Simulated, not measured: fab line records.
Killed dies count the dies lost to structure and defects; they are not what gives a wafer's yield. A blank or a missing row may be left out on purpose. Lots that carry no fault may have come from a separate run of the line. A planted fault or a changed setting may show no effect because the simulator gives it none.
Struck lot and sound lot, side by side    flow n5_finfet    16 out of 1938 route steps
Sound: these wafers, L449.2, L449.4, L449.6. The struck wafers were L448.1, L448.2, L448.4. The cause is named last.
Per side, at each step with rows, come the tool, then ch with its chambers, and then its first start. Under that, the readings that differ: sound wafers    struck wafers    difference of the means    sigmas: that difference in standard deviations of wafers without a fault.
alike: a reading whose means differ by less than 2 such deviations, as well as words and numbers matching on both sides. not compared: withheld readings; readings where some wafer has no value; bounds like >300 that might hide an equal value; numbers whose values overlap and for which the record gives no deviation.
Wherever a step has rows on one side only, a row that says differs or no value, or a row with sigmas, the two part there. When numbers do not overlap yet have no deviation, they are printed without sigmas and do not part them. A reading missing from all wafers of one side parts the sides only when that side holds two or more wafers.

first, 2 steps without rows for these wafers: N5_BEOL_M0_SRD_111 (time 30 s); N5_BEOL_M0_DEGAS_112 (time 60 s).
N5_BEOL_M0_PRE_CLEAN_113: time 30 s.
  struck on pvd_sputter-01, day 10 11:06; sound on pvd_sputter-02, day 10 11:11
  alike: heater_power_w, susceptor_temp_C
then, 1 step without rows for these wafers: N5_BEOL_M0_ALD_136 (deposits TaN, pulse time 2 s, purge time 3 s, co reactant purge time 2 s).
N5_BEOL_M0_SURFACE_TREAT_137:
  struck on pvd_sputter-02, day 10 11:48; sound on pvd_sputter-02, day 10 11:31
  not compared: pressure_mtorr, throttle_valve_pct
then, 1 step without rows for these wafers: N5_BEOL_M0_CVD_115 (deposits Co from CCTBA/H2, time 120 s).
N5_BEOL_M0_SPUTTER_116: material Cu, target thk 4 nm, time 7.37 s.
  struck on pvd_sputter-01, day 10 12:11; sound on pvd_sputter-01, day 10 11:44
  alike: chamber_pressure_pa, chuck_gas_flow_sccm, susceptor_temp_C, throttle_valve_pct
then, 1 step without rows for these wafers: N5_BEOL_M0_ANNEAL_117 (time 60 s).
N5_BEOL_M0_SPUTTER_132: material Cu, target thk 4 nm, time 7.37 s.
  struck on pvd_sputter-01, day 10 12:18; sound on pvd_sputter-01, day 10 11:52
  alike: chamber_pressure_pa, chuck_gas_flow_sccm, susceptor_temp_C, throttle_valve_pct
then, 2 steps without rows for these wafers: N5_BEOL_M0_ANNEAL_133 (time 60 s); N5_BEOL_M0_SPUTTER_134 (material Cu, target thk 4 nm, time 7.37 s).
N5_BEOL_M0_ANNEAL_135: time 60 s.
  struck on pvd_sputter-01, day 10 12:30; sound on pvd_sputter-01, day 10 12:04
  alike: heater_power_w, susceptor_temp_C
N5_BEOL_M0_SPUTTER_141: material Cu, target thk 4 nm, time 7.37 s.
  struck on pvd_sputter-01, day 10 12:32; sound on pvd_sputter-01, day 10 12:06
  no value came back on the struck wafers for chamber_pressure_pa (Pa), chuck_gas_flow_sccm (sccm), susceptor_temp_C (C), throttle_valve_pct (%); on the sound wafers chamber_pressure_pa (Pa) reads 0.07008 0.06961 0.07011
then, 1 step without rows for these wafers: N5_BEOL_M0_ECD_118 (material Cu, target thk 300 nm).
-- here the record skips 3 days between the struck wafers' starts before and after, leaving off in module BEOL_M0 and picking up in module BEOL_M4 (first step shown: number 1111 of the route) --
N5_BEOL_M4_RC_MEAS_101:
  sound on prober-02 ch 0, day 13 14:22; struck on prober-01 ch 0, day 13 03:34
  alike: DIBL_N, DIBL_P, IOFF_N, IOFF_P, ION_N, ION_P, SS_N, SS_P, VT_N, VT_P
-- record jumps: 4 days separate the struck wafers' starts on either side; left off in module BEOL_M4, taken up again in module PASSIVATION, whose first shown step is the route's number 1936 --
N5_PASSIVATION_PROBE_49:
  only the struck wafers here have rows in the record (prober-02, day 17 04:11); the sound ones have none

WHERE THEY PART
At N5_BEOL_M0_SPUTTER_141 first; at N5_PASSIVATION_PROBE_49 last (within this record only).

WHY: what had been put in by the simulator
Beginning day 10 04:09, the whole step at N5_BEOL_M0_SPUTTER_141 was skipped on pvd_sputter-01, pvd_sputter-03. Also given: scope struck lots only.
